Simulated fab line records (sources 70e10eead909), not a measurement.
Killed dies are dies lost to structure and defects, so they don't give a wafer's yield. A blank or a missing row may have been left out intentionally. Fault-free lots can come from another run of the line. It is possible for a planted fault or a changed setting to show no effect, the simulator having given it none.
Which tool is to blame? / flow nand_harc / 12 lots with 36 wafers sampled at 6 steps, on a route of 1159 steps

== WHAT THE GAUGES READ, wafer by wafer ==
NHARC_A_CONTACT_INSPECT_23. Usual: raw_defect_count reads 394 (standard deviation 110).
lot=L242; measured=day 18 21:58; on=defect_inspect-01; raw_defect_count=419 559 386; flag=
lot=L243; measured=day 18 23:14; on=defect_inspect-01; raw_defect_count=285 262 346; flag=
lot=L244; measured=day 19 05:18; on=defect_inspect-02; raw_defect_count=321 346 469; flag=
lot=L246; measured=day 19 21:09; on=defect_inspect-02; raw_defect_count=522 413 950; flag=
lot=L245; measured=day 20 03:31; on=defect_inspect-02; raw_defect_count=475 440 348; flag=
lot=L247; measured=day 22 12:21; on=defect_inspect-02; raw_defect_count=526 319 413; flag=
lot=L254; measured=day 23 10:49; on=defect_inspect-01; raw_defect_count=445 443 424; flag=
lot=L258; measured=day 23 11:52; on=defect_inspect-02; raw_defect_count=332 385 464; flag=
lot=L257; measured=day 23 12:37; on=defect_inspect-01; raw_defect_count=363 343 375; flag=
lot=L261; measured=day 24 11:04; on=defect_inspect-02; raw_defect_count=536 332 577; flag=
lot=L260; measured=day 24 11:49; on=defect_inspect-02; raw_defect_count=442 331 336; flag=
lot=L262; measured=day 24 21:10; on=defect_inspect-02; raw_defect_count=340 376 372; flag=

NHARC_END_SORT_01. Usual: killed_at_array 28, standard deviation 11; killed_at_other 0.9, standard deviation 1.2; killed_at_periphery 2.6, standard deviation 2.1; killed_dies 31, standard deviation 11; killed_open 3.1, standard deviation 1.7; killed_short 1.9, standard deviation 1.3.
lot=L247; measured=day 24 20:20; on=prober-02; killed_at_array=13 15 10; killed_at_other=0 0 0; killed_at_periphery=3 2 4; killed_dies=16 17 14; killed_open=4 2 1; killed_short=1 3 2; flag=
lot=L254; measured=day 26 03:54; on=prober-01; killed_at_array=33 27 22; killed_at_other=5 1 3; killed_at_periphery=4 4 7; killed_dies=42 32 32; killed_open=5 2 3; killed_short=4 0 2; flag=
lot=L258; measured=day 26 06:05; on=prober-02; killed_at_array=38 41 38; killed_at_other=0 0 0; killed_at_periphery=4 1 2; killed_dies=42 42 40; killed_open=3 0 4; killed_short=3 2 1; flag=

== WHAT TOOL EACH LOT RAN ON (gives the tool, then ch and the chambers of the sampled wafers, and finally the start) ==
lot=L242; NHARC_A_CONTACT_ETCH_30=rie_diel-11 ch 0,2,3, day 18 18:08 or earlier; NHARC_A_CONTACT_ALD_18=ald_metal-02 ch 0,2, day 18 18:08; NHARC_A_CONTACT_CVD_19=cvd_w-02 ch 0,1, day 18 20:39; NHARC_A_CONTACT_CMP_20=cmp-03 ch 1,2,3, day 18 21:35
lot=L243; NHARC_A_CONTACT_ETCH_30=rie_diel-13 ch 0,1,2, day 18 21:46 or earlier; NHARC_A_CONTACT_ALD_18=ald_metal-04 ch 1,2,3, day 18 21:46; NHARC_A_CONTACT_CVD_19=cvd_w-01 ch 0,1, day 18 22:05; NHARC_A_CONTACT_CMP_20=cmp-01 ch 0,2,3, day 18 22:52
lot=L244; NHARC_A_CONTACT_ETCH_30=rie_diel-04 ch 0,1,3, day 19 03:48 or earlier; NHARC_A_CONTACT_ALD_18=ald_metal-04 ch 0,2,3, day 19 03:48; NHARC_A_CONTACT_CVD_19=cvd_w-01 ch 0,1, day 19 04:07; NHARC_A_CONTACT_CMP_20=cmp-03 ch 2,3, day 19 04:55
lot=L246; NHARC_A_CONTACT_ETCH_30=rie_diel-13 ch 2,3, day 19 09:43 or earlier; NHARC_A_CONTACT_ALD_18=ald_metal-02 ch 0,1,2, day 19 09:43; NHARC_A_CONTACT_CVD_19=cvd_w-01 ch 0,1, day 19 20:06; NHARC_A_CONTACT_CMP_20=cmp-01 ch 0,1,3, day 19 20:48
lot=L245; NHARC_A_CONTACT_ETCH_30=rie_diel-13 ch 0,2, day 19 15:08 or earlier; NHARC_A_CONTACT_ALD_18=ald_metal-03 ch 0,1,2, day 19 15:08; NHARC_A_CONTACT_CVD_19=cvd_w-01 ch 0,1, day 20 02:14; NHARC_A_CONTACT_CMP_20=cmp-01 ch 2,3, day 20 03:07
lot=L247; NHARC_A_CONTACT_ETCH_30=rie_diel-04 ch 0,1,3, day 22 10:53 or earlier; NHARC_A_CONTACT_ALD_18=ald_metal-02 ch 0,1,3, day 22 10:53; NHARC_A_CONTACT_CVD_19=cvd_w-02 ch 0,1, day 22 11:04; NHARC_A_CONTACT_CMP_20=cmp-04 ch 0,1,3, day 22 11:57
lot=L254; NHARC_A_CONTACT_ETCH_30=rie_diel-04 ch 0,1,3, day 22 22:58 or earlier; NHARC_A_CONTACT_ALD_18=ald_metal-04 ch 1,2, day 22 22:58; NHARC_A_CONTACT_CVD_19=cvd_w-02 ch 0,1, day 23 09:47; NHARC_A_CONTACT_CMP_20=cmp-01 ch 0,1,3, day 23 10:28
lot=L258; NHARC_A_CONTACT_ETCH_30=rie_diel-04 ch 0,1,2, day 23 00:04 or earlier; NHARC_A_CONTACT_ALD_18=ald_metal-02 ch 0,1,2, day 23 00:04; NHARC_A_CONTACT_CVD_19=cvd_w-01 ch 0,1, day 23 10:43; NHARC_A_CONTACT_CMP_20=cmp-04 ch 1,2,3, day 23 11:30
lot=L257; NHARC_A_CONTACT_ETCH_30=rie_diel-04 ch 0,1,3, day 23 01:01 or earlier; NHARC_A_CONTACT_ALD_18=ald_metal-03 ch 1,2,3, day 23 01:01; NHARC_A_CONTACT_CVD_19=cvd_w-01 ch 0,1, day 23 11:20; NHARC_A_CONTACT_CMP_20=cmp-01 ch 0,1,2, day 23 12:16
lot=L261; NHARC_A_CONTACT_ETCH_30=rie_diel-13 ch 0,1,3, day 24 05:35 or earlier; NHARC_A_CONTACT_ALD_18=ald_metal-03 ch 0,1,2, day 24 05:35; NHARC_A_CONTACT_CVD_19=cvd_w-01 ch 0,1, day 24 09:54; NHARC_A_CONTACT_CMP_20=cmp-03 ch 0,1,2, day 24 10:44
lot=L260; NHARC_A_CONTACT_ETCH_30=rie_diel-11 ch 0,3, day 24 07:26 or earlier; NHARC_A_CONTACT_ALD_18=ald_metal-02 ch 0,1,2, day 24 07:26; NHARC_A_CONTACT_CVD_19=cvd_w-01 ch 0,1, day 24 10:31; NHARC_A_CONTACT_CMP_20=cmp-01 ch 1,3, day 24 11:24
lot=L262; NHARC_A_CONTACT_ETCH_30=rie_diel-13 ch 0,1,2, day 24 19:02 or earlier; NHARC_A_CONTACT_ALD_18=ald_metal-03 ch 1,3, day 24 19:02; NHARC_A_CONTACT_CVD_19=cvd_w-01 ch 0,1, day 24 19:51; NHARC_A_CONTACT_CMP_20=cmp-04 ch 0,3, day 24 20:46
- NHARC_A_CONTACT_ETCH_30: etches the open film in CF4/CHF3, target depth 60.5 nm, time 30.2 s.
- NHARC_A_CONTACT_ALD_18: deposits TiN, target thk 3 nm, pulse time 1 s, ald cycles 150.
- NHARC_A_CONTACT_CVD_19: deposits W, target thk 300 nm, time 802 s.
- NHARC_A_CONTACT_CMP_20: polishes, t overpolish 30 s, target thk 300 nm.

== WHAT THE TOOLS THEMSELVES READ (means of the sampled wafers that have a number; where no wafer has one, the mark that the record gives instead) ==
NHARC_A_CONTACT_ETCH_30. Usual: drypump_motor_current_A 5.6 A, standard deviation 0.38; oes_product_au 0.934 a.u., standard deviation 0.016; rf_vpp_V 369.6 V, standard deviation 2.2; showerhead_plenum_p_Torr 1.55 Torr, standard deviation 0.064; throttle_valve_pct 16.803 %, standard deviation 0.0088.
lot=L242; tool=rie_diel-11; drypump_motor_current_A (A)=5.7; oes_product_au (a.u.)=0.963; rf_vpp_V (V)=367.5; showerhead_plenum_p_Torr (Torr)=1.51; throttle_valve_pct (%)=16.807; flag=
lot=L243; tool=rie_diel-13; drypump_motor_current_A (A)=5.5; oes_product_au (a.u.)=0.930; rf_vpp_V (V)=369.2; showerhead_plenum_p_Torr (Torr)=1.53; throttle_valve_pct (%)=16.809; flag=
lot=L244; tool=rie_diel-04; drypump_motor_current_A (A)=5.4; oes_product_au (a.u.)=0.921; rf_vpp_V (V)=370.3; showerhead_plenum_p_Torr (Torr)=1.54; throttle_valve_pct (%)=16.807; flag=
lot=L246; tool=rie_diel-13; drypump_motor_current_A (A)=6.0; oes_product_au (a.u.)=0.934; rf_vpp_V (V)=369.1; showerhead_plenum_p_Torr (Torr)=1.54; throttle_valve_pct (%)=16.811; flag=
lot=L245; tool=rie_diel-13; drypump_motor_current_A (A)=5.6; oes_product_au (a.u.)=0.932; rf_vpp_V (V)=368.2; showerhead_plenum_p_Torr (Torr)=1.51; throttle_valve_pct (%)=16.799; flag=
lot=L247; tool=rie_diel-04; drypump_motor_current_A (A)=5.4; oes_product_au (a.u.)=0.927; rf_vpp_V (V)=369.0; showerhead_plenum_p_Torr (Torr)=1.53; throttle_valve_pct (%)=16.802; flag=
lot=L254; tool=rie_diel-04; drypump_motor_current_A (A)=5.5; oes_product_au (a.u.)=0.922; rf_vpp_V (V)=368.9; showerhead_plenum_p_Torr (Torr)=1.53; throttle_valve_pct (%)=16.802; flag=
lot=L258; tool=rie_diel-04; drypump_motor_current_A (A)=5.7; oes_product_au (a.u.)=0.918; rf_vpp_V (V)=369.1; showerhead_plenum_p_Torr (Torr)=1.53; throttle_valve_pct (%)=16.812; flag=
lot=L257; tool=rie_diel-04; drypump_motor_current_A (A)=5.4; oes_product_au (a.u.)=0.923; rf_vpp_V (V)=369.4; showerhead_plenum_p_Torr (Torr)=1.53; throttle_valve_pct (%)=16.800; flag=
lot=L261; tool=rie_diel-13; drypump_motor_current_A (A)=5.7; oes_product_au (a.u.)=0.960; rf_vpp_V (V)=371.2; showerhead_plenum_p_Torr (Torr)=1.59; throttle_valve_pct (%)=16.798; flag=
lot=L260; tool=rie_diel-11; drypump_motor_current_A (A)=5.7; oes_product_au (a.u.)=0.975; rf_vpp_V (V)=371.0; showerhead_plenum_p_Torr (Torr)=1.58; throttle_valve_pct (%)=16.798; flag=
lot=L262; tool=rie_diel-13; drypump_motor_current_A (A)=5.5; oes_product_au (a.u.)=0.925; rf_vpp_V (V)=368.4; showerhead_plenum_p_Torr (Torr)=1.52; throttle_valve_pct (%)=16.811; flag=

NHARC_A_CONTACT_ALD_18. Usual: heater_power_w 1071 W, standard deviation 110; precursor_pulse_height_rel 1.000, standard deviation 0.018.
lot=L242; tool=ald_metal-02; heater_power_w (W)=1086; precursor_pulse_height_rel=0.986; flag=
lot=L243; tool=ald_metal-04; heater_power_w (W)=1132; precursor_pulse_height_rel=1.009; flag=
lot=L244; tool=ald_metal-04; heater_power_w (W)=1057; precursor_pulse_height_rel=1.003; flag=
lot=L246; tool=ald_metal-02; heater_power_w (W)=1055; precursor_pulse_height_rel=1.006; flag=
lot=L245; tool=ald_metal-03; heater_power_w (W)=1045; precursor_pulse_height_rel=1.006; flag=
lot=L247; tool=ald_metal-02; heater_power_w (W)=1112; precursor_pulse_height_rel=1.009; flag=
lot=L254; tool=ald_metal-04; heater_power_w (W)=1218; precursor_pulse_height_rel=0.996; flag=
lot=L258; tool=ald_metal-02; heater_power_w (W)=1078; precursor_pulse_height_rel=0.979; flag=
lot=L257; tool=ald_metal-03; heater_power_w (W)=1085; precursor_pulse_height_rel=1.011; flag=
lot=L261; tool=ald_metal-03; heater_power_w (W)=1020; precursor_pulse_height_rel=1.005; flag=
lot=L260; tool=ald_metal-02; heater_power_w (W)=1061; precursor_pulse_height_rel=1.005; flag=
lot=L262; tool=ald_metal-03; heater_power_w (W)=1176; precursor_pulse_height_rel=1.000; flag=

NHARC_A_CONTACT_CVD_19. Usual: heater_power_w 443 W, standard deviation 38; mfc_h2_sccm 1600 sccm, standard deviation 4.9; throttle_valve_pct 8.01 %, standard deviation 0.18.
lot=L242; tool=cvd_w-02; heater_power_w (W)=466; mfc_h2_sccm (sccm)=1599; throttle_valve_pct (%)=7.97; flag=
lot=L243; tool=cvd_w-01; heater_power_w (W)=413; mfc_h2_sccm (sccm)=1600; throttle_valve_pct (%)=8.07; flag=
lot=L244; tool=cvd_w-01; heater_power_w (W)=416; mfc_h2_sccm (sccm)=1599; throttle_valve_pct (%)=8.00; flag=
lot=L246; tool=cvd_w-01; heater_power_w (W)=434; mfc_h2_sccm (sccm)=1596; throttle_valve_pct (%)=7.92; flag=
lot=L245; tool=cvd_w-01; heater_power_w (W)=415; mfc_h2_sccm (sccm)=1596; throttle_valve_pct (%)=8.02; flag=
lot=L247; tool=cvd_w-02; heater_power_w (W)=474; mfc_h2_sccm (sccm)=1598; throttle_valve_pct (%)=8.07; flag=
lot=L254; tool=cvd_w-02; heater_power_w (W)=475; mfc_h2_sccm (sccm)=1600; throttle_valve_pct (%)=8.12; flag=
lot=L258; tool=cvd_w-01; heater_power_w (W)=421; mfc_h2_sccm (sccm)=1602; throttle_valve_pct (%)=7.96; flag=
lot=L257; tool=cvd_w-01; heater_power_w (W)=437; mfc_h2_sccm (sccm)=1600; throttle_valve_pct (%)=7.88; flag=
lot=L261; tool=cvd_w-01; heater_power_w (W)=417; mfc_h2_sccm (sccm)=1596; throttle_valve_pct (%)=8.03; flag=
lot=L260; tool=cvd_w-01; heater_power_w (W)=415; mfc_h2_sccm (sccm)=1601; throttle_valve_pct (%)=8.09; flag=
lot=L262; tool=cvd_w-01; heater_power_w (W)=443; mfc_h2_sccm (sccm)=1607; throttle_valve_pct (%)=8.01; flag=

NHARC_A_CONTACT_CMP_20. Usual: motor_current_A 12.1 A, standard deviation 1.2; overpolish_run_s 29.999 s, standard deviation 0.009; time_to_endpoint_s 60.2 s, standard deviation 2.6.
lot=L242; tool=cmp-03; motor_current_A (A)=13.0; overpolish_run_s (s)=30.000; time_to_endpoint_s (s)=63.2; flag=
lot=L243; tool=cmp-01; motor_current_A (A)=11.7; overpolish_run_s (s)=30.002; time_to_endpoint_s (s)=62.6; flag=
lot=L244; tool=cmp-03; motor_current_A (A)=12.9; overpolish_run_s (s)=30.007; time_to_endpoint_s (s)=62.7; flag=
lot=L246; tool=cmp-01; motor_current_A (A)=11.9; overpolish_run_s (s)=30.005; time_to_endpoint_s (s)=57.9; flag=
lot=L245; tool=cmp-01; motor_current_A (A)=12.3; overpolish_run_s (s)=30.000; time_to_endpoint_s (s)=57.6; flag=
lot=L247; tool=cmp-04; motor_current_A (A)=11.6; overpolish_run_s (s)=29.994; time_to_endpoint_s (s)=77.4; flag=OFF
lot=L254; tool=cmp-01; motor_current_A (A)=11.6; overpolish_run_s (s)=30.002; time_to_endpoint_s (s)=68.5; flag=OFF
lot=L258; tool=cmp-04; motor_current_A (A)=12.1; overpolish_run_s (s)=30.003; time_to_endpoint_s (s)=60.0; flag=
lot=L257; tool=cmp-01; motor_current_A (A)=12.3; overpolish_run_s (s)=29.991; time_to_endpoint_s (s)=56.8; flag=
lot=L261; tool=cmp-03; motor_current_A (A)=12.2; overpolish_run_s (s)=30.001; time_to_endpoint_s (s)=61.4; flag=
lot=L260; tool=cmp-01; motor_current_A (A)=12.2; overpolish_run_s (s)=29.989; time_to_endpoint_s (s)=58.1; flag=
lot=L262; tool=cmp-04; motor_current_A (A)=11.0; overpolish_run_s (s)=30.009; time_to_endpoint_s (s)=60.6; flag=

== THE ANSWER, worked out from the rows above alone ==
Rule: a lot counts as off when the mean over its wafers that have a number is more than 3 standard deviations away from the usual mean. A lot without any number at a reading at which 4 lots or more have one is off too. The other lots that the step has rows for count as sound. After the gauges, taken in route order, come the tools' own readings; for these a lot's mean is taken, as printed above. The first step at which some lot is off is used, and at that step the reading that is off furthest; a lot without a number counts as furthest.
Off, at NHARC_A_CONTACT_CMP_20 on time_to_endpoint_s: L247, L254.
If a tool, at that step or one of the process steps before it, ran each lot that is off and ran no sound lot following the first of them, it fits. Because NHARC_A_CONTACT_ETCH_30 lacks a start for some lots, the hours and order of its lots are taken from NHARC_A_CONTACT_ALD_18. One candidate fits, namely cvd_w-02 at NHARC_A_CONTACT_CVD_19. Its last sound lot is L242 (day 18 20:39), its first lot that is off L247 (day 22 11:04): a fault that began between those two fits.

== WHAT THE SIMULATOR HAD PUT IN ==
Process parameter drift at NHARC_A_CONTACT_CVD_19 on cvd_w-02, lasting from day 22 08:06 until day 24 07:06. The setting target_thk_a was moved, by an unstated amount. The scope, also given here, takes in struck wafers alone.
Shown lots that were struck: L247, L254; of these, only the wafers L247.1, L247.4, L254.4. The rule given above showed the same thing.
